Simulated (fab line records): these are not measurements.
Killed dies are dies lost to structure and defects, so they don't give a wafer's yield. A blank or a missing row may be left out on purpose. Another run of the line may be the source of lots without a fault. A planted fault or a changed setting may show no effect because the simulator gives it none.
Matching of chambers ; flow n5 finfet ; N5_BEOL_M6_VIA_ETCH_34 on rie diel-02: 4 sister chambers
The step etches SiCOH lowk in C4F6/O2, target depth 126.3 nm, time 50.9 s. 8 wafers are shown with their chamber, then 7 later ones without.

## WAFERS WITH THEIR CHAMBER
wafer;chamber;throttle valve pct (%);oes_o_777_au (a.u.)
L081.1;3;20.68;0.92
L082.6;3;20.69;0.91
L085.4;1;21.13;0.68
L086.2;0;20.86;0.79
L086.3;1;21.13;0.69
L086.6;2;21.23;0.70
L088.3;0;20.85;0.78
L088.5;2;21.22;0.69

## WAFERS WITH NO CHAMBER GIVEN
wafer;throttle valve pct (%);oes_o_777_au (a.u.)
L088.6;20.71;0.88
L087.3;21.23;0.70
L087.4;20.86;0.77
L087.6;21.11;0.68
L090.2;20.86;0.78
L090.4;21.24;0.69
L090.5;21.22;0.69

## WHICH CHAMBER EACH ONE RAN IN
wafer;from the rows above;in truth
L088.6;3;3
L087.3;2;2
L087.4;0;0
L087.6;1;1
L090.2;0;0
L090.4;2;2
L090.5;2;2
Placed correctly: 7 of 7. Left unplaced by these rows: 0. Wrongly placed: 0.
How it was worked out, from the rows above alone: a wafer's distance from a chamber is the root of the sum, over the readings, of the square of ((its reading less the chamber's mean) divided by the reading's scatter). The wafer belongs to the nearest chamber; if the next one is less than 2 further off, it can't be placed. Each chamber's mean is taken over the wafers shown for it. The scatter: take each reading less its chamber's mean, square it, sum over the shown wafers, divide by the number of wafers less the number of chambers, and take the root.
